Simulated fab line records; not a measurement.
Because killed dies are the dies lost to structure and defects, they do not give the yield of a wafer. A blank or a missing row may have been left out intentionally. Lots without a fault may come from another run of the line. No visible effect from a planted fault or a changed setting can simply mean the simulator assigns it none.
Matching of chambers	flow n5 finfet	N5_MOL_CONTACT_COAG_ETCH_15 on rie diel-06: 3 sister chambers
The step etches SiNx in CH3F/O2, stops on Si:P, target depth 7 nm. 18 wafers are shown with their chamber, then 6 later ones without.

WAFERS, EACH WITH ITS CHAMBER
wafer	chamber	showerhead plenum p Torr (Torr)	drypump motor current A (A)	throttle valve pct (%)
L079.3	3	2.06	5.7	16.73
L079.4	1	2.14	6.2	16.35
L079.6	2	1.99	5.8	16.53
L082.2	1	2.14	6.3	16.37
L082.4	2	1.98	5.8	16.55
L082.6	2	1.98	5.8	16.55
L084.2	3	2.06	5.7	16.76
L084.4	2	1.98	5.8	16.56
L084.5	1	2.13	6.2	16.38
L087.1	1	2.13	6.2	16.39
L087.3	2	1.98	5.8	16.56
L087.6	3	2.06	5.7	16.78
L088.1	2	1.98	5.8	16.56
L088.4	3	2.06	5.7	16.79
L088.6	1	2.13	6.2	16.39
L090.1	3	2.06	5.7	16.80
L090.3	1	2.13	6.2	16.40
L090.4	2	1.98	5.8	16.57

SIGNATURES, as means of the wafers listed above
reading	chamber 1	chamber 2	chamber 3	scatter within a chamber
showerhead plenum p Torr	2.1333	1.9814	2.0600	0.00382
drypump motor current A	6.217	5.800	5.700	0.0236
throttle valve pct	16.3800	16.5543	16.7720	0.0194
Rule: a wafer lies at a distance from a chamber equal to the root of the sum of squares, over the readings, of (its reading less the chamber's mean, divided by the reading's scatter). If the next closest chamber is less than 2 further off than the closest, the wafer can't be placed; otherwise it belongs to the closest. How the scatter is found: for the shown wafers, subtract from each reading the mean of its chamber, square and add these, divide the total by (wafers less chambers), then take the root.

WAFERS WHOSE CHAMBER IS MISSING
wafer	showerhead plenum p Torr (Torr)	drypump motor current A (A)	throttle valve pct (%)
L091.5	2.06	5.7	16.80
L091.6	1.98	5.8	16.57
L093.1	1.98	5.8	16.58
L093.3	2.05	5.7	16.80
L097.1	1.97	5.9	16.60
L097.5	2.12	6.3	16.43

THE CHAMBER EACH PASSED THROUGH
wafer	from the rows above	in truth
L091.5	3	3
L091.6	2	2
L093.1	2	2
L093.3	3	3
L097.1	2	2
L097.5	1	1
Placed correctly: 6 of 6. From these rows, 0 cannot be placed. Number placed wrongly: 0.
